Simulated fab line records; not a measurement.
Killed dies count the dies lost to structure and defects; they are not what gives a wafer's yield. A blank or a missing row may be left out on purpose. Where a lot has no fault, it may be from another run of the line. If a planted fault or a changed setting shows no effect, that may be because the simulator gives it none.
Chamber matching / flow nand_harc / 4 sister chambers for NHARC_P_CONTACT_ALD_22 on ald_metal-02
The step deposits TiN, target thk 3 nm, pulse time 1 s, ald cycles 150. 4 wafers are shown with their chamber, then 9 later ones without.

== WAFERS PAIRED WITH THEIR CHAMBERS ==
wafer=L080.3; chamber=1; heater_power_w (W)=1006
wafer=L084.3; chamber=3; heater_power_w (W)=1242
wafer=L084.4; chamber=0; heater_power_w (W)=1159
wafer=L084.5; chamber=2; heater_power_w (W)=1181

== WAFERS WITH NO CHAMBER GIVEN ==
wafer=L089.1; heater_power_w (W)=1257
wafer=L089.3; heater_power_w (W)=1148
wafer=L089.4; heater_power_w (W)=1188
wafer=L093.1; heater_power_w (W)=1186
wafer=L093.4; heater_power_w (W)=1227
wafer=L093.6; heater_power_w (W)=1207
wafer=L096.2; heater_power_w (W)=1180
wafer=L096.3; heater_power_w (W)=998
wafer=L096.4; heater_power_w (W)=1153

== WHICH CHAMBER EACH WENT THROUGH ==
wafer=L089.1; from the rows above=3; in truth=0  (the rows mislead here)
wafer=L089.3; from the rows above=can't be placed: 0 or 2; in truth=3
wafer=L089.4; from the rows above=can't be placed: 2 or 0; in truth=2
wafer=L093.1; from the rows above=can't be placed: 2 or 0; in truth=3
wafer=L093.4; from the rows above=3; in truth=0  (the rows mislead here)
wafer=L093.6; from the rows above=can't be placed: 2 or 3 or 0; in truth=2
wafer=L096.2; from the rows above=can't be placed: 2 or 0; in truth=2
wafer=L096.3; from the rows above=1; in truth=1
wafer=L096.4; from the rows above=can't be placed: 0 or 2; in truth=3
Correctly placed: 1 of 9. Unplaceable from these rows: 6, with the true chamber sitting among the candidates in 3. 2 placed wrongly.
How it was worked out, from the rows above alone: a wafer's distance from a chamber is the root of the sum, over the readings, of the square of ((its reading less the chamber's mean) divided by the reading's scatter). The wafer belongs to the nearest chamber; if the next one is less than 2 further off, it can't be placed. A chamber's mean is the mean of its shown wafers. The scatter: root of mean squared gap, hidden wafer to nearest shown wafer, with one shown wafer a chamber.
